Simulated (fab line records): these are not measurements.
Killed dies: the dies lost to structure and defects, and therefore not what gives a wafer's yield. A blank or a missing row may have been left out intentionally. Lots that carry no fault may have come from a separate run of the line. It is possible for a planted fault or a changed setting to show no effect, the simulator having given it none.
What tool caused it? -- flow n5Finfet -- Sampling: 8 lots, 24 wafers, 9 of 1938 route steps

== WHAT THE GAUGES READ, wafer by wafer ==
N5_FIN_SAQP_INSPECT_18: inspects for defects (brightfield).
lot,measured,on,rawDefectCount
L301,day 2 00:23,defectInspect-02,425 408 392
L302,day 2 04:04,defectInspect-02,420 360 402
L304,day 2 16:53,defectInspect-02,347 448 522
L309,day 3 22:16,defectInspect-01,1249 600 455
L310,day 4 04:37,defectInspect-01,266 320 363
L311,day 4 09:35,defectInspect-01,463 555 331
L316,day 5 15:31,defectInspect-01,382 410 377
L322,day 7 04:47,defectInspect-02,365 280 245

N5_FIN_SAQP_INSPECT_40: inspects for defects (brightfield).
lot,measured,on,rawDefectCount
L301,day 2 04:47,defectInspect-01,230 246 180
L302,day 2 08:28,defectInspect-01,266 277 261
L304,day 2 21:38,defectInspect-02,231 208 242
L309,day 4 03:38,defectInspect-01,871 323 238
L310,day 4 10:31,defectInspect-02,100 173 183
L311,day 4 14:26,defectInspect-02,357 173 158
L316,day 5 20:44,defectInspect-02,195 163 227
L322,day 7 09:58,defectInspect-02,153 172 149

N5_FIN_CUT_INSPECT_10: inspects for defects (brightfield).
lot,measured,on,rawDefectCount
L301,day 2 05:10,defectInspect-02,36 36 36
L302,day 2 08:51,defectInspect-01,44 54 46
L304,day 2 22:01,defectInspect-02,29 38 35
L309,day 4 04:08,defectInspect-01,631 59 47
L310,day 4 10:55,defectInspect-02,22 28 32
L311,day 4 14:49,defectInspect-01,59 28 36
L316,day 5 21:08,defectInspect-01,32 31 47
L322,day 7 10:29,defectInspect-01,28 29 25

N5_FIN_CUT_INSPECT_17: inspects for defects (brightfield).
lot,measured,on,rawDefectCount
L301,day 2 06:14,defectInspect-02,225 220 166
L302,day 2 09:50,defectInspect-02,278 268 262
L304,day 2 22:59,defectInspect-01,247 219 260
L309,day 4 05:06,defectInspect-02,861 320 208
L310,day 4 11:53,defectInspect-02,100 169 179
L311,day 4 15:47,defectInspect-02,325 179 166
L316,day 5 22:08,defectInspect-01,225 199 239
L322,day 7 11:28,defectInspect-02,154 165 144

N5_BEOL_M4_RC_MEAS_101.
lot,measured,on,DIBL_N (mV/V),DIBL_P (mV/V),IOFF_N (nA/um),IOFF_P (nA/um),ION_N (uA/um),ION_P (uA/um),SS_N (mV/dec),SS_P (mV/dec),VT_N (mV),VT_P (mV)
L301,day 7 19:19,prober-01,37.7 37.1 34.6,36.6 35.3 33.2,0.20 0.16 0.14,0.28 0.25 0.22,690 673 667,478 466 463,72.4 71.7 70.9,73.8 73.3 72.3,248 251 252,-245 -246 -245
L302,day 7 23:09,prober-02,34.2 35.2 36.5,33.7 34.3 36.2,0.12 0.14 0.16,0.18 0.20 0.23,651 661 690,450 456 474,70.9 71.7 71.4,72.6 73.1 73.9,255 253 248,-254 -250 -247
L304,day 8 15:36,prober-01,39.9 36.9 38.6,42.1 37.2 39.4,0.24 0.15 0.19,0.28 0.19 0.21,695 686 673,472 467 454,71.9 71.3 71.7,73.5 72.6 73.9,246 251 249,-249 -255 -253
L309,day 9 19:54,prober-02,37.2 35.4 34.3,37.6 34.7 33.6,0.18 0.14 0.12,0.25 0.20 0.18,678 667 666,470 464 461,72.1 71.1 70.8,73.8 73.0 72.5,247 252 252,-246 -251 -249
L310,day 10 15:47,prober-01,36.1 38.9 36.3,39.2 41.4 38.1,0.18 0.24 0.17,0.24 0.29 0.22,684 694 670,465 478 459,72.3 72.1 72.2,74.3 75.1 73.6,249 244 253,-248 -245 -251
L311,day 10 18:56,prober-02,38.3 38.7 36.6,38.1 39.1 35.9,0.19 0.21 0.15,0.25 0.25 0.21,679 701 673,466 474 462,72.0 71.2 71.4,74.4 74.9 73.6,249 244 250,-248 -248 -250
L316,day 11 22:26,prober-02,37.3 37.1 37.8,37.5 37.0 38.7,0.16 0.16 0.17,0.25 0.24 0.27,684 678 687,475 473 477,71.5 71.6 72.3,72.4 73.1 73.7,250 251 249,-246 -248 -244
L322,day 13 03:29,prober-02,35.3 37.5 37.3,35.2 38.9 38.8,0.15 0.19 0.19,0.19 0.25 0.25,680 699 686,467 480 471,71.8 72.2 71.8,73.1 73.8 73.8,246 246 246,-249 -248 -247

== WHAT TOOL EACH LOT RAN ON (gives the tool, then ch and the chambers of the sampled wafers, and finally the start) ==
lot,N5_FIN_SAQP_PRECLEAN_00,N5_FIN_SAQP_PECVD_48,N5_FIN_SAQP_HM_DEP_72,N5_FIN_SAQP_ETCH_51
L301,"wetBench-05 ch 0,1,2, day 1 21:04","pecvd-01 ch 0,1,2, day 1 23:42","pecvd-01 ch 0,1,2, day 1 23:52","rieDiel-01 ch 0,1, day 2 00:27"
L302,"wetBench-01 ch 1,3,5, day 2 02:44","pecvd-01 ch 1,2, day 2 03:23","pecvd-01 ch 0,1,2, day 2 03:34","rieDiel-01 ch 0,1,2, day 2 04:08"
L304,"wetBench-05 ch 1,2,3, day 2 14:43","pecvd-03 ch 0,1, day 2 16:10","pecvd-04 ch 0,1,2, day 2 16:22","rieDiel-03 ch 0,1,3, day 2 17:03"
L309,"wetBench-05 ch 2,5,6, day 3 20:55","pecvd-03 ch 0,1,2, day 3 21:35","pecvd-04 ch 0,2, day 3 21:45","rieDiel-06 ch 1,2, day 3 22:33"
L310,"wetBench-01 ch 1,2,7, day 4 03:03","pecvd-03 ch 1,2, day 4 03:53","pecvd-01 ch 0,1,2, day 4 04:05","rieDiel-06 ch 0,3, day 4 06:06"
L311,"wetBench-04 ch 0,2,6, day 4 08:14","pecvd-01 ch 0,1,2, day 4 08:55","pecvd-04 ch 0,1, day 4 09:05","rieDiel-06 ch 0,1,2, day 4 09:54"
L316,"wetBench-01 ch 1,2,7, day 5 14:14","pecvd-01 ch 0,1,2, day 5 14:59","pecvd-04 ch 0,1,2, day 5 15:10","rieDiel-01 ch 0,2,3, day 5 15:50"
L322,"wetBench-04 ch 2,4,6, day 7 03:24","pecvd-01 ch 0,1,2, day 7 04:05","pecvd-03 ch 1,2, day 7 04:15","rieDiel-06 ch 0,1,3, day 7 05:11"
- N5_FIN_SAQP_PRECLEAN_00: cleans in SC1, time 60 s.
- N5_FIN_SAQP_PECVD_48: deposits SiNx from SiH4/NH3/N2, target thk 25 nm, time 22.1 s.
- N5_FIN_SAQP_HM_DEP_72: deposits SiO2 from SiH4/N2O, target thk 12 nm, time 7.2 s.
- N5_FIN_SAQP_ETCH_51: etches SiARC in CF4, target depth 45.5 nm, time 75.8 s.

== AS READ BY THE TOOLS THEMSELVES (means over the sampled wafers that have a number; for cases with no such wafer, the mark the record gives instead) ==
N5_FIN_SAQP_PRECLEAN_00.
lot,tool,nh4ohFlowMLMin
L301,wetBench-05,28.24
L302,wetBench-01,28.28
L304,wetBench-05,28.32
L309,wetBench-05,28.24
L310,wetBench-01,28.38
L311,wetBench-04,28.21
L316,wetBench-01,28.27
L322,wetBench-04,28.33

N5_FIN_SAQP_PECVD_48.
lot,tool,heaterPowerW (W),showerheadPlenumPTorr (Torr),throttleValvePct (%)
L301,pecvd-01,752,5.09,39.8
L302,pecvd-01,802,5.12,40.5
L304,pecvd-03,768,5.19,40.4
L309,pecvd-03,698,5.14,39.4
L310,pecvd-03,689,5.11,38.2
L311,pecvd-01,805,5.10,39.9
L316,pecvd-01,768,5.09,40.2
L322,pecvd-01,782,5.10,40.0

N5_FIN_SAQP_HM_DEP_72.
lot,tool,heaterPowerW (W),showerheadPlenumPTorr (Torr)
L301,pecvd-01,713,8.05
L302,pecvd-01,747,8.04
L304,pecvd-04,703,8.21
L309,pecvd-04,714,8.15
L310,pecvd-01,715,8.05
L311,pecvd-04,699,8.16
L316,pecvd-04,710,8.20
L322,pecvd-03,709,8.09

N5_FIN_SAQP_ETCH_51.
lot,tool,drypumpMotorCurrentA (A),etchRfOnTimeS (s),oesProductAu (a.u.),rfVppV (V),showerheadPlenumPTorr (Torr),throttleValvePct (%)
L301,rieDiel-01,5.7,74.8,0.81,184.5,2.13,15.60
L302,rieDiel-01,5.8,77.4,0.72,183.7,2.17,15.70
L304,rieDiel-03,5.8,75.3,0.70,185.2,2.22,15.72
L309,rieDiel-06,5.3,75.2,0.70,183.1,2.10,15.62
L310,rieDiel-06,6.5,75.1,0.80,186.2,2.28,15.25
L311,rieDiel-06,5.7,75.1,0.74,184.9,2.17,15.45
L316,rieDiel-01,5.7,76.8,0.74,184.7,2.18,15.57
L322,rieDiel-06,6.3,74.4,0.77,185.2,2.24,15.40

== THE ANSWER, worked out from the rows above alone ==
Rule: what is usual is taken from the lots themselves. The widest of any qualifying gaps counts: lots, ordered by their means at a reading, are off when they make up no more than a third of the lots, leave a main group of 4 or more, and stand apart from it by 3 or more times the standard deviation of that group's means. If all means in a main group match to the digits the tables above print for the reading, that group is not used. A lot without any number at a reading at which 4 lots or more have one is off too. All remaining lots with rows at the step are treated as sound. The gauges are gone through in route order, then the tools' own readings, and for those a lot's mean is taken as printed above. The first step at which some lot is off is used, and at that step the reading that is off furthest; a lot without a number counts as furthest.
Off, at N5_FIN_SAQP_INSPECT_18 on rawDefectCount: L309. Mean 385 and standard deviation 54 in the main group.
If a tool, at a process step before that reading, ran all the lots that are off and no sound lot after the first of them, it fits. Not tried: the gauges at N5_FIN_SAQP_INSPECT_18; whatever is off there is also off at N5_FIN_CUT_INSPECT_17, on other tools, and gauge error can't account for it. One candidate fits, namely wetBench-05 at N5_FIN_SAQP_PRECLEAN_00. Its last sound lot is L304 (day 2 14:43), its first lot that is off L309 (day 3 20:55): a fault that began between those two fits.

== WHAT HAD BEEN PUT IN BY THE SIMULATOR ==
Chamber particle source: wetBench-05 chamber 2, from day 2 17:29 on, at N5_FIN_SAQP_PRECLEAN_00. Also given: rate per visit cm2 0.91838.
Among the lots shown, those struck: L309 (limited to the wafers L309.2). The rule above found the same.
